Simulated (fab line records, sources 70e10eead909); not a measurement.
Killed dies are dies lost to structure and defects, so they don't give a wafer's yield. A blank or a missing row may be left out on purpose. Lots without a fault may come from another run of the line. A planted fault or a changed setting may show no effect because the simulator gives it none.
Which tool did it? | flow nand_harc | 14 lots, 42 wafers sampled, at 5 steps of a route of 1302

WHAT THE GAUGES READ, wafer by wafer
NHARC_A_ONON_D2_THK_MEAS_21: measures by ellipsometry. Usual: thk_nm 1001 nm, standard deviation 9.5.
lot  | measured     | on            | thk_nm (nm)    | flag
L651 | day 13 04:32 | film_metro-02 | 993 996 993    |
L652 | day 13 10:38 | film_metro-02 | 983 982 984    |
L655 | day 14 02:19 | film_metro-01 | 996 995 996    |
L654 | day 14 09:05 | film_metro-01 | 999 996 996    |
L656 | day 14 19:30 | film_metro-01 | 1008 1009 1008 |
L659 | day 15 19:21 | film_metro-02 | 984 985 985    |
L658 | day 16 00:01 | film_metro-02 | 1011 1011 1010 |
L663 | day 17 11:28 | film_metro-01 | 1002 1001 1001 |
L668 | day 20 04:16 | film_metro-02 | 1640 1640 1644 | OFF
L670 | day 20 12:03 | film_metro-02 | 1635 1636 1636 | OFF
L671 | day 21 07:10 | film_metro-02 | 1006 1005 1003 |
L672 | day 21 18:54 | film_metro-01 | 1004 1005 1006 |
L673 | day 21 18:55 | film_metro-02 | 1004 1003 1003 |
L674 | day 22 16:47 | film_metro-01 | 1006 1006 1008 |

NHARC_A_CHANNEL_HOLE_D2_OVL_MEAS_11. Usual: overlay_x_nm 0.0 nm, standard deviation 0.81; overlay_y_nm 0.0 nm, standard deviation 0.76.
lot  | measured     | on         | overlay_x_nm (nm) | overlay_y_nm (nm) | flag
L651 | day 13 09:29 | overlay-01 | -0.6 -0.7 -0.4    | 0.3 0.7 -0.3      |
L652 | day 13 15:40 | overlay-01 | -0.7 -1.0 -1.2    | -0.3 0.3 0.1      |
L655 | day 14 07:21 | overlay-02 | 0.3 0.1 0.8       | 0.2 0.0 0.0       |
L654 | day 14 18:02 | overlay-01 | 1.1 0.5 0.9       | -1.3 -0.8 -1.1    |
L656 | day 15 00:56 | overlay-02 | -0.8 -1.1 -0.7    | -1.1 -1.6 -0.5    |
L659 | day 16 00:44 | overlay-01 | 0.2 -0.1 0.0      | -0.4 -0.1 -0.3    |
L658 | day 16 04:55 | overlay-01 | 0.6 0.6 0.7       | 1.8 1.1 1.2       |
L663 | day 17 16:29 | overlay-02 | -1.8 -1.8 -0.6    | 0.6 1.2 0.6       |
L671 | day 21 18:22 | overlay-02 | -0.7 0.0 -0.8     | -0.1 -0.3 -0.2    |
L672 | day 22 00:04 | overlay-01 | 0.3 0.2 0.5       | 1.1 0.5 1.2       |
L673 | day 22 00:14 | overlay-01 | -1.0 -0.6 -0.1    | 0.0 -0.5 -0.1     |
L674 | day 22 21:50 | overlay-02 | 1.0 0.9 0.3       | 0.1 1.0 1.1       |

NHARC_END_SORT_01. Usual: killed_at_array 54, standard deviation 16; killed_at_other 0.6, standard deviation 0.86; killed_at_periphery 3.8, standard deviation 2.6; killed_dies 58, standard deviation 16; killed_open 3.3, standard deviation 1.8; killed_short 2.7, standard deviation 1.7.
lot  | measured     | on        | killed_at_array | killed_at_other | killed_at_periphery | killed_dies | killed_open | killed_short | flag
L668 | day 32 10:42 | prober-01 | 673 675 674     | 1 1 0           | 3 1 3               | 677 677 677 | 6 3 4       | 3 0 6        | OFF
L670 | day 31 21:56 | prober-01 | 673 673 671     | 0 0 1           | 4 4 5               | 677 677 677 | 6 2 4       | 3 5 0        | OFF

WHICH TOOL RAN EACH LOT (tool, then ch and the chambers of the sampled wafers, then the start)
lot  | NHARC_A_CHANNEL_FILL_D1_ETCHBACK_08           | NHARC_A_ONON_D2_DEP_19
L651 | rie_diel-11 ch 0,2,3, day 13 04:01 or earlier | pecvd_onon-01 ch 0, day 13 04:01
L652 | rie_diel-11 ch 0,2, day 13 10:11 or earlier   | pecvd_onon-04 ch 0, day 13 10:11
L655 | rie_diel-01 ch 0,2,3, day 14 01:49 or earlier | pecvd_onon-03 ch 0, day 14 01:49
L654 | rie_diel-01 ch 2,3, day 14 08:34 or earlier   | pecvd_onon-01 ch 0, day 14 08:34
L656 | rie_diel-04 ch 0,1, day 14 18:59 or earlier   | pecvd_onon-04 ch 0, day 14 18:59
L659 | rie_diel-04 ch 0,2,3, day 15 18:50 or earlier | pecvd_onon-03 ch 0, day 15 18:50
L658 | rie_diel-11 ch 0,2,3, day 15 23:29 or earlier | pecvd_onon-04 ch 0, day 15 23:29
L663 | rie_diel-01 ch 0,2, day 17 10:58 or earlier   | pecvd_onon-03 ch 0, day 17 10:58
L668 | rie_diel-01 ch 0,1,3, day 20 03:45 or earlier | pecvd_onon-04 ch 0, day 20 03:45
L670 | rie_diel-11 ch 0,2,3, day 20 11:36 or earlier | pecvd_onon-04 ch 0, day 20 11:36
L671 | rie_diel-01 ch 2,3, day 21 06:46 or earlier   | pecvd_onon-03 ch 0, day 21 06:46
L672 | rie_diel-01 ch 0,1,3, day 21 18:23 or earlier | pecvd_onon-03 ch 0, day 21 18:23
L673 | rie_diel-04 ch 0,1,2, day 21 18:34 or earlier | pecvd_onon-01 ch 0, day 21 18:34
L674 | rie_diel-11 ch 1,2,3, day 22 16:16 or earlier | pecvd_onon-03 ch 0, day 22 16:16
- NHARC_A_CHANNEL_FILL_D1_ETCHBACK_08: etches the open film in C4F8, target depth 220 nm, time 110 s.
- NHARC_A_ONON_D2_DEP_19: target thk 1000 nm.

WHAT THE TOOLS THEMSELVES READ (means of the sampled wafers that have a number; where no wafer has one, the mark that the record gives instead)
NHARC_A_CHANNEL_FILL_D1_ETCHBACK_08. Usual: oes_product_au 0.96 a.u., standard deviation 0.035; rf_vpp_V 442.0 V, standard deviation 2.7.
lot  | tool        | oes_product_au (a.u.) | rf_vpp_V (V) | flag
L651 | rie_diel-11 | 0.92                  | 441.0        |
L652 | rie_diel-11 | 0.93                  | 443.0        |
L655 | rie_diel-01 | 0.93                  | 444.4        |
L654 | rie_diel-01 | 0.98                  | 444.3        |
L656 | rie_diel-04 | 1.00                  | 441.2        |
L659 | rie_diel-04 | 1.00                  | 440.4        |
L658 | rie_diel-11 | 0.92                  | 441.2        |
L663 | rie_diel-01 | 0.92                  | 443.1        |
L668 | rie_diel-01 | 1.00                  | 443.6        |
L670 | rie_diel-11 | 0.93                  | 441.2        |
L671 | rie_diel-01 | 1.00                  | 443.8        |
L672 | rie_diel-01 | 0.95                  | 444.2        |
L673 | rie_diel-04 | 0.97                  | 440.6        |
L674 | rie_diel-11 | 0.93                  | 440.3        |

NHARC_A_ONON_D2_DEP_19. Usual: nh3_flow_sccm 499.9 sccm, standard deviation 1.5.
lot  | tool          | nh3_flow_sccm (sccm) | flag
L651 | pecvd_onon-01 | 500.6                |
L652 | pecvd_onon-04 | 498.1                |
L655 | pecvd_onon-03 | 500.3                |
L654 | pecvd_onon-01 | 499.3                |
L656 | pecvd_onon-04 | 500.0                |
L659 | pecvd_onon-03 | 500.0                |
L658 | pecvd_onon-04 | 497.7                |
L663 | pecvd_onon-03 | 501.0                |
L668 | pecvd_onon-04 | 498.5                |
L670 | pecvd_onon-04 | 501.5                |
L671 | pecvd_onon-03 | 499.0                |
L672 | pecvd_onon-03 | 499.8                |
L673 | pecvd_onon-01 | 501.5                |
L674 | pecvd_onon-03 | 501.0                |

THE ANSWER, worked out from the rows above alone
Rule: a lot is off if the mean of its wafers that have a number lies more than 3 standard deviations from the usual mean. A lot without any number at a reading at which 4 lots or more have one is off too. The other lots that the step has rows for count as sound. The gauges are gone through in route order, then the tools' own readings, and for those a lot's mean is taken as printed above. The first step at which some lot is off is used, and at that step the reading that is off furthest; a lot without a number counts as furthest.
Off: L668, L670, at NHARC_A_ONON_D2_THK_MEAS_21 (thk_nm).
A tool fits if, at a process step before that reading, it ran every lot that is off, and no sound lot after the first of them. The gauges at NHARC_A_ONON_D2_THK_MEAS_21 aren't tried: what is off there is off at NHARC_END_SORT_01 too, on other tools, and a gauge's error can't cause that. NHARC_A_CHANNEL_FILL_D1_ETCHBACK_08 gives no start for some lots, so the hours and the order of its lots are those of NHARC_A_ONON_D2_DEP_19. One fits: pecvd_onon-04 at NHARC_A_ONON_D2_DEP_19. Its last sound lot is L658 (day 15 23:29), its first lot that is off L668 (day 20 03:45): a fault that began between those two fits.

WHAT THE SIMULATOR HAD PUT IN
Process parameter drift: pecvd_onon-04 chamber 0, from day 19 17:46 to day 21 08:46, at NHARC_A_ONON_D2_DEP_19. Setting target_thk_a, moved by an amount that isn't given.
Lots struck among those shown: L668, L670. The rule above found the same.
